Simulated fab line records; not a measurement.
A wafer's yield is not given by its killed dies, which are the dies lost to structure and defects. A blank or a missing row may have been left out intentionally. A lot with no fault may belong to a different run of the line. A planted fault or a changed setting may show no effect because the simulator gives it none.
fab line records ; flow n5_finfet
[record] lots = 7; wafers = 21
route steps=1938 shown BEOL_M11@1565 BEOL_M12@1653 BEOL_M13@1662 BEOL_M14@1716
start_h: start of the lot's first displayed wafer, in hours after the record's first day ; wait_h: how many hours have passed since the lot's step before this one ; " the same as in the row above ; L1.1+2: one row covering several wafers at once ; - value missing, or start not given ; * or withheld: withheld ; < > ~ a bound
route shown NAME@n: a module of which the file shows steps, and the number in the route of the first ; usual: mean and standard deviation over wafers with no fault ; same: alike in all rows ; chamber/n: place in a boat ; sites: each site's reading ; _std_site: how widely they spread, as a standard deviation ; _edge_site: inner sites' mean taken away from outer sites' mean ; radius_mm: for every site, how far away it sits from the centre of the wafer ; mask NAME#n: copy n ; behind: the tool/chamber that last shaped the wafer ; hold: why the lot was held/for how many hours/how that ended ; device: the n, p or np transistor that did not switch ; end of line: the tests these same wafers got at the end of their route ; where a step has no rows: the recipe by itself ; killed: at the first sort, the dies lost to defects and structure; wafer yield is something else ; map: a wafer's dies, marking killed ones x, the rest . and places with no die _
set.NAME: the setting that was run; set.NAME@STEP: the one run at that earlier step ; model.NAME: the simulator's own value behind a step, which no gauge read
one table per step and one row per wafer, for lots whose settings were changed on purpose
[[steps]]
[step N5_BEOL_M11_EXPOSE_25]
[recipe] mask_id = V10; na = 1.35; source_shape = annular; sigma_inner = 0.5; sigma_outer = 0.8; polarization = unpolarized; dose_mj = 85.5
lot.wafer;tool;chamber;start_h;wait_h;mask;set.dose_mj
L077.4+5+6;arfi_scanner-01;0;297.26;-;V10#0;85.5
L076.3+4+5;arfi_scanner-03;0;302.61;-;V10#0;85.5
L083.1+5+6;arfi_scanner-01;0;305.96;-;V10#0;85.5
L085.1+4;arfi_scanner-03;0;342.93;-;V10#0;85.5
L085.2;arfi_scanner-03;0;342.93;-;V10#0;90.2
L088.1;arfi_scanner-03;0;344.66;-;V10#0;87.22
L088.2+3;arfi_scanner-03;0;344.66;-;V10#0;85.5
L090.1;arfi_scanner-01;0;380.18;-;V10#0;88.02
L090.2+3;arfi_scanner-01;0;380.18;-;V10#0;85.5
L092.1;arfi_scanner-01;0;387.07;-;V10#0;85.5
L092.2+6;arfi_scanner-01;0;387.07;-;V10#0;79.42
[step N5_BEOL_M11_PEB_26]
[recipe] peb_temp_c = withheld; peb_time_s = 60; resist = CAR-ArF
[step N5_BEOL_M11_DEVELOP_27]
[recipe] develop_time_s = 30; developer = TMAH; resist = CAR-ArF; rinse_liquid = diw; dry = air_spin; dev_temp_c = 23
[step N5_BEOL_M11_CD_MEAS_28]
[recipe] target_cd_nm = 70; landing_energy_ev = 500; detector = se_inlens; polarity = opening
[usual] cd_nm = 69.9/1.5
lot.wafer;tool;chamber;start_h;wait_h;set.dose_mj@BEOL_M11_EXPOSE_25;cd_nm
L077.4;cd_sem-03;0;297.38;-;85.5;70.1
L077.5;cd_sem-03;0;297.38;-;85.5;68.0
L077.6;cd_sem-03;0;297.38;-;85.5;67.4
L076.3;cd_sem-02;0;302.73;-;85.5;69.2
L076.4;cd_sem-02;0;302.73;-;85.5;70.9
L076.5;cd_sem-02;0;302.73;-;85.5;70.7
L083.1;cd_sem-02;0;306.09;-;85.5;70.6
L083.5;cd_sem-02;0;306.09;-;85.5;70.8
L083.6;cd_sem-02;0;306.09;-;85.5;71.5
L085.1;cd_sem-01;0;343.06;-;85.5;71.1
L085.2;cd_sem-01;0;343.06;-;90.2;74.8
L085.4;cd_sem-01;0;343.06;-;85.5;70.1
L088.1;cd_sem-01;0;344.79;-;87.22;69.6
L088.2;cd_sem-01;0;344.79;-;85.5;67.9
L088.3;cd_sem-01;0;344.79;-;85.5;67.1
L090.1;cd_sem-01;0;380.31;-;88.02;72.6
L090.2;cd_sem-01;0;380.31;-;85.5;71.3
L090.3;cd_sem-01;0;380.31;-;85.5;71.0
L092.1;cd_sem-01;0;387.20;-;85.5;68.8
L092.2;cd_sem-01;0;387.20;-;79.42;62.7
L092.6;cd_sem-01;0;387.20;-;79.42;64.4
[step N5_BEOL_M11_ETCH_66]
[recipe] chemistry = N2/H2; target = SOC; target_depth_a = 1200; overetch_a = 240; mask_material = SiARC; temp_c = 40; time_s = 180; ion_energy_ev = 200; pressure_mtorr = 30; source_w = 840; bias_w = 150; n2_flow_sccm = 200; h2_flow_sccm = 200
lot.wafer;tool;chamber;start_h;wait_h;set.time_s;model.SiARC_of_BEOL_M11_COAT_64.thk_nm
L077.4;rie_diel-06;1;298.13;0.0;180;22.8
L077.5;rie_diel-06;2;298.13;0.0;180;23
L077.6;rie_diel-06;3;298.13;0.0;180;23.2
L076.3+5;rie_diel-06;2,3;302.90;0.0;180;23.2
L076.4;rie_diel-06;1;302.90;0.0;180;23
L083.1;rie_diel-05;0;306.27;0.0;145.8;24.6
L083.5;rie_diel-05;0;306.27;0.0;180;23
L083.6;rie_diel-05;1;306.27;0.0;180;22.8
L085.1+2+4;rie_diel-06;2,3,2;343.24;0.0;180;23
L088.1+2+3;rie_diel-01;3,0,1;344.96;0.0;180;22.6
L090.1;rie_diel-05;2;380.49;0.0;180;23.4
L090.2;rie_diel-05;0;380.49;0.0;180;23.2
L090.3;rie_diel-05;3;380.49;0.0;180;22.2
L092.1+6;rie_diel-01;0,1;387.47;0.0;180;23
L092.2;rie_diel-01;3;387.47;0.0;205.3;21.8
[step N5_BEOL_M12_CMP_49]
[recipe] stop_on = SiOC; t_overpolish_s = 20.6; down_force_psi = 1; platen_rpm = 50; clearing_platen_down_force_psi = 1.5; clearing_platen_rpm = 50; post_cmp_clean = cu_alkaline; target_thk_nm = 320; clearing_platen_pad_velocity_m_s = 0.99484; pad_velocity_m_s = 0.99484
[usual] barrier_field_endpoint_s = 30.4/0.78
lot.wafer;tool;chamber;start_h;wait_h;set.down_force_psi;barrier_field_endpoint_s
L077.4;cmp-04;0;305.26;0.1;1;29.8
L077.5;cmp-04;0;305.26;0.1;1;29.9
L077.6;cmp-04;1;305.26;0.1;1;30.0
L076.4;cmp-01;3;310.42;0.1;0.845;35.5
L076.3;cmp-01;1;310.42;0.1;0.845;38.3
L076.5;cmp-01;0;310.42;0.1;1;32.2
L083.1;cmp-04;1;314.04;0.3;1.148;27.0
L083.5;cmp-04;3;314.04;0.3;1;30.4
L083.6;cmp-04;0;314.04;0.3;1.148;26.5
L085.4;cmp-04;0;352.81;0.2;1.111;27.5
L085.2;cmp-04;1;352.81;0.2;1.111;27.9
L085.1;cmp-04;2;352.81;0.2;1;29.8
L088.1;cmp-02;0;354.61;0.3;1;29.2
L088.2;cmp-02;2;354.61;0.3;1;30.2
L088.3;cmp-02;3;354.61;0.3;1;30.7
L090.2;cmp-01;3;387.35;0.3;1.194;25.1
L090.3;cmp-01;0;387.35;0.3;1;31.0
L090.1;cmp-01;1;387.35;0.3;1;30.5
L092.2;cmp-04;0;398.09;0.2;1;29.7
L092.1;cmp-04;2;398.09;0.2;1;29.7
L092.6;cmp-04;3;398.09;0.2;0.9058;32.5
[step N5_BEOL_M13_COAT_04]
[recipe] spin_rpm = 1625; resist_thk_nm = 400
lot.wafer;tool;chamber;start_h;wait_h;set.spin_rpm;model.coat_of_BEOL_M13_COAT_04.thk_nm
L077.4;litho_track-04;0;-;-;1625;399.8
L077.5;litho_track-04;0;-;-;1625;401.2
L077.6;litho_track-04;0;-;-;1625;400.8
L076.3;litho_track-03;0;-;-;1625;399.8
L076.4;litho_track-03;0;-;-;1760;385.4
L076.5;litho_track-03;0;-;-;1625;401
L083.1+6;litho_track-03;0;-;-;1676;394.4
L083.5;litho_track-03;0;-;-;1625;400.2
L085.1;litho_track-03;0;-;-;1471;422.2
L085.2;litho_track-03;0;-;-;1471;419.8
L085.4;litho_track-03;0;-;-;1625;398.8
L088.1+3;litho_track-04;0;-;-;1751;385.2
L088.2;litho_track-04;0;-;-;1751;386.2
L090.1;litho_track-03;0;-;-;1625;400
L090.2;litho_track-03;0;-;-;1625;399.2
L090.3;litho_track-03;0;-;-;1562;408.8
L092.1;litho_track-03;0;-;-;1706;390
L092.2;litho_track-03;0;-;-;1706;390.4
L092.6;litho_track-03;0;-;-;1625;401
[step N5_BEOL_M13_EBR_06]
[recipe] solvent = PGMEA; ebr_width_mm = 1.5
[step N5_BEOL_M13_SOFTBAKE_05]
[recipe] temp_c = 130; time_s = 60
[step N5_BEOL_M13_DESCUM_15]
[recipe] chemistry = O2; time_s = 7.9; source_power_w = 50; bias_power_w = 20; pressure_mtorr = 20; rf_frequency_hz = 2.712e+07; temp_c = 40; o2_flow_sccm = 225
[step N5_BEOL_M13_ETCH_59]
[recipe] chemistry = N2/H2; target = BARC; target_depth_a = 890; overetch_a = 267; time_s = 67.9; ion_energy_ev = 200; pressure_mtorr = 30; source_w = 840; bias_w = 150; n2_flow_sccm = 200; h2_flow_sccm = 200
lot.wafer;tool;chamber;start_h;wait_h;set.spin_rpm@BEOL_M13_COAT_04;model.coat_of_BEOL_M13_COAT_04.thk_nm
L077.4;rie_diel-01;1;306.46;0.0;1625;317.8
L077.5;rie_diel-01;1;306.46;0.0;1625;318.8
L077.6;rie_diel-01;2;306.46;0.0;1625;317.6
L076.3;rie_diel-01;3;312.06;0.0;1625;314.2
L076.4;rie_diel-01;2;312.06;0.0;1760;301.8
L076.5;rie_diel-01;2;312.06;0.0;1625;317
L083.1;rie_diel-06;0;315.08;0.0;1676;312.8
L083.5;rie_diel-06;3;315.08;0.0;1625;319.8
L083.6;rie_diel-06;0;315.08;0.0;1676;312.2
L085.1;rie_diel-05;1;353.95;0.0;1471;342.2
L085.2;rie_diel-05;2;353.95;0.0;1471;339.4
L085.4;rie_diel-05;0;353.95;0.0;1625;318.8
L088.1;rie_diel-05;3;355.80;0.0;1751;300
L088.2;rie_diel-05;2;355.80;0.0;1751;305.6
L088.3;rie_diel-05;1;355.80;0.0;1751;304.2
L090.1;rie_diel-05;1;388.48;0.0;1625;319
L090.2;rie_diel-05;3;388.48;0.0;1625;313.8
L090.3;rie_diel-05;2;388.48;0.0;1562;328.6
L092.1;rie_diel-01;3;399.24;0.0;1706;305.4
L092.2;rie_diel-01;2;399.24;0.0;1706;304.2
L092.6;rie_diel-01;0;399.24;0.0;1625;319.4
[step N5_BEOL_M13_VIA_ETCH_16]
[recipe] chemistry = C4F8/O2/Ar; target = SiOC; pressure_mtorr = 30; source_w = 3000; bias_w = 700; Ar_flow_sccm = 400; C4F8_flow_sccm = 15; O2_flow_sccm = 8; he_inner_torr = 15; he_outer_torr = 30; target_depth_a = 9217; time_s = withheld; ion_energy_ev = 250; ends = cleared
[step N5_BEOL_M13_STRIP_63]
[recipe] chemistry = N2/H2; power_w = 1000; temp_c = 250; h2_frac = 0.65; overash_fraction = 0.3; pressure_mtorr = 1000; n2_flow_sccm = 1750; h2_flow_sccm = 3250
[usual] strip_time_to_endpoint_s = 27.2/1.1
lot.wafer;tool;chamber;start_h;wait_h;set.spin_rpm@BEOL_M13_COAT_04;strip_time_to_endpoint_s
L077.4;plasma_asher-01;1;306.77;-;1625;26.1
L077.5;plasma_asher-01;0;306.77;-;1625;26.4
L077.6;plasma_asher-01;1;306.77;-;1625;25.0
L076.3;plasma_asher-01;1;312.41;-;1625;26.3
L076.4;plasma_asher-01;0;312.41;-;1760;21.8
L076.5;plasma_asher-01;0;312.41;-;1625;26.0
L083.1;plasma_asher-02;1;315.37;-;1676;26.5
L083.5;plasma_asher-02;1;315.37;-;1625;28.8
L083.6;plasma_asher-02;0;315.37;-;1676;25.5
L085.1;plasma_asher-01;0;354.24;-;1471;35.3
L085.2;plasma_asher-01;1;354.24;-;1471;35.2
L085.4;plasma_asher-01;0;354.24;-;1625;28.5
L088.1;plasma_asher-02;1;356.09;-;1751;21.4
L088.2;plasma_asher-02;0;356.09;-;1751;24.5
L088.3;plasma_asher-02;0;356.09;-;1751;25.0
L090.1;plasma_asher-01;1;388.77;-;1625;28.0
L090.2;plasma_asher-01;0;388.77;-;1625;27.2
L090.3;plasma_asher-01;1;388.77;-;1562;29.4
L092.1;plasma_asher-01;0;399.53;-;1706;23.7
L092.2;plasma_asher-01;1;399.53;-;1706;22.9
L092.6;plasma_asher-01;0;399.53;-;1625;26.5
[step N5_BEOL_M14_ILD_DEP_00]
[recipe] material = SiO2; target_thk_a = 11193; temp_c = 400; precursor = TEOS/O2; pressure_torr = 6.5; rf_w = 900; teos_flow_sccm = 161.4; gas = O2; flow_sccm = 2650; time_s = 237.4
lot.wafer;tool;chamber;start_h;wait_h;set.time_s;model.SiO2_of_BEOL_M14_ILD_DEP_00.thk_nm
L077.4;pecvd-03;1;310.44;0.1;237.4;1140
L077.5;pecvd-03;2;310.44;0.1;237.4;1128
L077.6;pecvd-03;0;310.44;0.1;237.4;1130
L076.3;pecvd-01;0;316.89;0.0;260.1;1223
L076.4;pecvd-01;0;316.89;0.0;260.1;1230
L076.5;pecvd-01;2;316.89;0.0;237.4;1147
L083.1;pecvd-03;2;320.09;0.0;221.9;1034
L083.5;pecvd-03;2;320.09;0.0;221.9;1044
L083.6;pecvd-03;0;320.09;0.0;221.9;1043
L085.1;pecvd-01;0;359.40;0.0;237.4;1104
L085.2;pecvd-01;2;359.40;0.0;237.4;1118
L085.4;pecvd-01;0;359.40;0.0;237.4;1121
L088.1;pecvd-01;2;363.62;0.0;237.4;1134
L088.2;pecvd-01;1;363.62;0.0;237.4;1102
L088.3;pecvd-01;0;363.62;0.0;261.6;1215
L090.1;pecvd-04;2;394.78;0.0;237.4;1103
L090.2;pecvd-04;0;394.78;0.0;237.4;1113
L090.3;pecvd-04;2;394.78;0.0;248.3;1169
L092.1;pecvd-04;2;404.38;0.0;227.8;1069
L092.2;pecvd-04;2;404.38;0.0;227.8;1073
L092.6;pecvd-04;2;404.38;0.0;227.8;1084
[step N5_BEOL_M14_THK_MEAS_01]
[recipe] reads = SiO2_of_BEOL_M14_ILD_DEP_00
[usual] M14_ILD_THK = 1126/16
lot.wafer;tool;chamber;start_h;wait_h;set.time_s@BEOL_M14_ILD_DEP_00;M14_ILD_THK[nm]
L077.4;film_metro-02;-;310.55;0.0;237.4;1138
L077.5;film_metro-02;-;310.55;0.0;237.4;1129
L077.6;film_metro-02;-;310.55;0.0;237.4;1131
L076.3;film_metro-02;-;317.08;0.1;260.1;1223
L076.4;film_metro-02;-;317.08;0.1;260.1;1231
L076.5;film_metro-02;-;317.08;0.1;237.4;1147
L083.1;film_metro-02;-;320.28;0.1;221.9;1033
L083.5;film_metro-02;-;320.28;0.1;221.9;1043
L083.6;film_metro-02;-;320.28;0.1;221.9;1043
L085.1;film_metro-02;-;359.66;0.2;237.4;1103
L085.2;film_metro-02;-;359.66;0.2;237.4;1119
L085.4;film_metro-02;-;359.66;0.2;237.4;1121
L088.1;film_metro-02;-;363.81;0.1;237.4;1133
L088.2;film_metro-02;-;363.81;0.1;237.4;1102
L088.3;film_metro-02;-;363.81;0.1;261.6;1214
L090.1;film_metro-01;-;395.04;0.2;237.4;1104
L090.2;film_metro-01;-;395.04;0.2;237.4;1113
L090.3;film_metro-01;-;395.04;0.2;248.3;1169
L092.1;film_metro-01;-;404.88;0.4;227.8;1069
L092.2;film_metro-01;-;404.88;0.4;227.8;1073
L092.6;film_metro-01;-;404.88;0.4;227.8;1085
[step N5_BEOL_M14_COAT_58]
[recipe] resist = BARC; temp_c = 205; time_s = 60; spin_rpm = 1500; resist_thk_nm = 89
[step N5_BEOL_M14_COAT_04]
[recipe] spin_rpm = 1704; resist_thk_nm = 800
[step N5_BEOL_M14_DESCUM_15]
[recipe] chemistry = O2; time_s = 7.9; source_power_w = 50; bias_power_w = 20; pressure_mtorr = 20; rf_frequency_hz = 2.712e+07; temp_c = 40; o2_flow_sccm = 225
[step N5_BEOL_M14_ETCH_59]
[recipe] chemistry = N2/H2; target = BARC; target_depth_a = 890; overetch_a = 267; time_s = 67.9; ion_energy_ev = 200; pressure_mtorr = 30; source_w = 840; bias_w = 150; n2_flow_sccm = 200; h2_flow_sccm = 200
[step N5_BEOL_M14_VIA_ETCH_16]
[recipe] chemistry = C4F8/O2/Ar; target = SiO2; he_inner_torr = 15; he_outer_torr = 30; target_depth_a = 12313; time_s = withheld; ion_energy_ev = 800; pressure_mtorr = 20; source_w = 1905; bias_w = 2040; Ar_flow_sccm = 400; C4F8_flow_sccm = 16; O2_flow_sccm = 12; ends = cleared
lot.wafer;tool;chamber;start_h;wait_h;set.time_s@BEOL_M14_ILD_DEP_00;model.etch.depth_nm;model.coat_of_BEOL_M14_COAT_04.thk_nm
L077.4;rie_diel-03;0;311.14;0.0;*;1140;450
L077.5;rie_diel-03;1;311.14;0.0;*;1128;448.4
L077.6;rie_diel-03;2;311.14;0.0;*;1130;447.4
L076.3;rie_diel-02;1;318.05;0.0;*;1223;425.6
L076.4;rie_diel-02;2;318.05;0.0;*;1230;424.6
L076.5;rie_diel-02;1;318.05;0.0;*;1147;446.6
L083.1;rie_diel-02;2;320.88;0.0;*;1034;473
L083.5;rie_diel-02;2;320.88;0.0;*;1044;466.2
L083.6;rie_diel-02;3;320.88;0.0;*;1043;468.2
L085.1;rie_diel-02;2;360.14;0.0;*;1104;450.6
L085.2;rie_diel-02;1;360.14;0.0;*;1118;453.6
L085.4;rie_diel-02;1;360.14;0.0;*;1121;450.8
L088.1;rie_diel-04;3;364.42;0.0;*;1134;452.8
L088.2;rie_diel-04;2;364.42;0.0;*;1102;463.8
L088.3;rie_diel-04;1;364.42;0.0;*;1215;440.2
L090.1;rie_diel-02;0;395.53;0.0;*;1103;459.2
L090.2;rie_diel-02;1;395.53;0.0;*;1113;455
L090.3;rie_diel-02;3;395.53;0.0;*;1169;437.4
L092.1;rie_diel-03;0;405.36;0.0;*;1069;466.6
L092.2;rie_diel-03;2;405.36;0.0;*;1073;463.6
L092.6;rie_diel-03;1;405.36;0.0;*;1084;462.6
[step N5_BEOL_M14_STRIP_63]
[recipe] chemistry = O2; power_w = 600; temp_c = 60; pressure_mtorr = 30; rf_frequency_hz = 6e+07; bias_power_w = 0; overash_fraction = 0.3; o2_flow_sccm = 225
[step N5_BEOL_M14_STRIP_64]
[recipe] chemistry = O2; power_w = 600; temp_c = 60; pressure_mtorr = 30; rf_frequency_hz = 6e+07; bias_power_w = 0; overash_fraction = 0.3; o2_flow_sccm = 225
[step N5_BEOL_M14_STRIP_37]
[recipe] chemistry = O2; power_w = 600; temp_c = 60; pressure_mtorr = 30; rf_frequency_hz = 6e+07; bias_power_w = 0; overash_fraction = 0.3; o2_flow_sccm = 225
[step N5_BEOL_M14_ETCH_38]
[recipe] chemistry = CF4/N2; target = SiCN; target_depth_a = 1065; taper_deg = 2; time_s = 120.6; ion_energy_ev = 150; mask_material = SiO2; pressure_mtorr = 40; source_w = 430; bias_w = 70; Ar_flow_sccm = 100; cf4_flow_sccm = 60; n2_flow_sccm = 60
lot.wafer;tool;chamber;start_h;wait_h;set.time_s@BEOL_M14_ILD_DEP_00;model.SiO2_of_BEOL_M14_ILD_DEP_00.thk_nm
L077.4;rie_diel-03;2;-;-;237.4;1075
L077.5;rie_diel-03;2;-;-;237.4;1062
L077.6;rie_diel-03;1;-;-;237.4;1068
L076.3;rie_diel-04;1;-;-;260.1;1157
L076.4;rie_diel-04;2;-;-;260.1;1166
L076.5;rie_diel-04;1;-;-;237.4;1080
L083.1;rie_diel-03;0;-;-;221.9;966.2
L083.5;rie_diel-03;0;-;-;221.9;975.8
L083.6;rie_diel-03;1;-;-;221.9;981.4
L085.1;rie_diel-03;0;-;-;237.4;1037
L085.2;rie_diel-03;2;-;-;237.4;1052
L085.4;rie_diel-03;0;-;-;237.4;1053
L088.1;rie_diel-02;0;-;-;237.4;1069
L088.2;rie_diel-02;3;-;-;237.4;1038
L088.3;rie_diel-02;2;-;-;261.6;1151
L090.1;rie_diel-04;0;-;-;237.4;1035
L090.2;rie_diel-04;2;-;-;237.4;1050
L090.3;rie_diel-04;3;-;-;248.3;1105
L092.1;rie_diel-02;3;-;-;227.8;1004
L092.2;rie_diel-02;0;-;-;227.8;1008
L092.6;rie_diel-02;3;-;-;227.8;1019
[step N5_BEOL_M14_DEP_53]
[recipe] material = SiCN; target_thk_a = 500; temp_c = withheld; precursor = 3MS/NH3; pressure_torr = 3; rf_w = 675; time_s = 17.8
lot.wafer;tool;chamber;start_h;wait_h;set.time_s;model.SiCN_of_BEOL_M14_DEP_53.thk_nm
L077.4+5;pecvd-04;1,0;315.08;0.0;17.8;49.4
L077.6;pecvd-04;2;315.08;0.0;17.8;50.4
L076.3;pecvd-03;0;323.99;0.0;16.74;46.8
L076.4;pecvd-03;1;323.99;0.0;17.8;50.2
L076.5;pecvd-03;2;323.99;0.0;16.74;47
L083.1;pecvd-04;1;324.00;0.0;17.8;48.6
L083.5+6;pecvd-04;0,2;324.00;0.0;17.8;50.2
L085.1;pecvd-01;1;365.31;0.0;17.8;49.6
L085.2;pecvd-01;2;365.31;0.0;19.36;54.8
L085.4;pecvd-01;0;365.31;0.0;17.8;50
L088.1+3;pecvd-04;2,0;369.78;0.0;17.8;50
L088.2;pecvd-04;0;369.78;0.0;17.8;49.4
L090.1;pecvd-01;1;404.74;0.0;17.8;50.2
L090.2;pecvd-01;0;404.74;0.0;16.65;46.6
L090.3;pecvd-01;2;404.74;0.0;17.8;50.4
L092.1;pecvd-03;1;408.84;0.0;20.21;56.2
L092.2;pecvd-03;2;408.84;0.0;17.8;50
L092.6;pecvd-03;2;408.84;0.0;17.8;50.6
[[key]]
[split] step = N5_BEOL_M11_EXPOSE_25; setting = dose_mj; stated = 85.5; by = wafer
[response] step = N5_BEOL_M11_CD_MEAS_28; reading = cd_nm; change = +0.74; per = 1%; r = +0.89
[split] step = N5_BEOL_M11_ETCH_66; setting = time_s; stated = 180; by = wafer
[response] step = N5_BEOL_M11_ETCH_66; reading = model.SiARC_of_BEOL_M11_COAT_64.thk_nm; change = -0.088; per = 1%; r = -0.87
[split] step = N5_BEOL_M12_CMP_49; setting = down_force_psi; stated = 1; by = wafer
[response] step = N5_BEOL_M12_CMP_49; reading = barrier_field_endpoint_s; change = -0.272; per = 1%; r = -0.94
[split] step = N5_BEOL_M13_COAT_04; setting = spin_rpm; stated = 1625; by = wafer
[response] step = N5_BEOL_M13_COAT_04; reading = model.coat_of_BEOL_M13_COAT_04.thk_nm; change = -2.12; per = 1%; r = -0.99
[response] step = N5_BEOL_M13_ETCH_59; reading = model.coat_of_BEOL_M13_COAT_04.thk_nm; change = -2.23; per = 1%; r = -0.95
[response] step = N5_BEOL_M13_STRIP_63; reading = strip_time_to_endpoint_s; change = *; per = 1%; r = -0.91
[split] step = N5_BEOL_M14_ILD_DEP_00; setting = time_s; stated = 237.4; by = wafer
[response] step = N5_BEOL_M14_ILD_DEP_00; reading = model.SiO2_of_BEOL_M14_ILD_DEP_00.thk_nm; change = +9.4; per = 1%; r = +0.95
[response] step = N5_BEOL_M14_THK_MEAS_01; reading = M14_ILD_THK; change = +9.36; per = 1%; r = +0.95
[response] step = N5_BEOL_M14_VIA_ETCH_16; reading = model.etch.depth_nm; change = +9.4; per = 1%; r = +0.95
[response] step = N5_BEOL_M14_VIA_ETCH_16; reading = model.coat_of_BEOL_M14_COAT_04.thk_nm; change = -2.22; per = 1%; r = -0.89
[response] step = N5_BEOL_M14_ETCH_38; reading = model.SiO2_of_BEOL_M14_ILD_DEP_00.thk_nm; change = +9.5; per = 1%; r = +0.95
[split] step = N5_BEOL_M14_DEP_53; setting = time_s; stated = 17.8; by = wafer
[response] step = N5_BEOL_M14_DEP_53; reading = model.SiCN_of_BEOL_M14_DEP_53.thk_nm; change = +0.496; per = 1%; r = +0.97
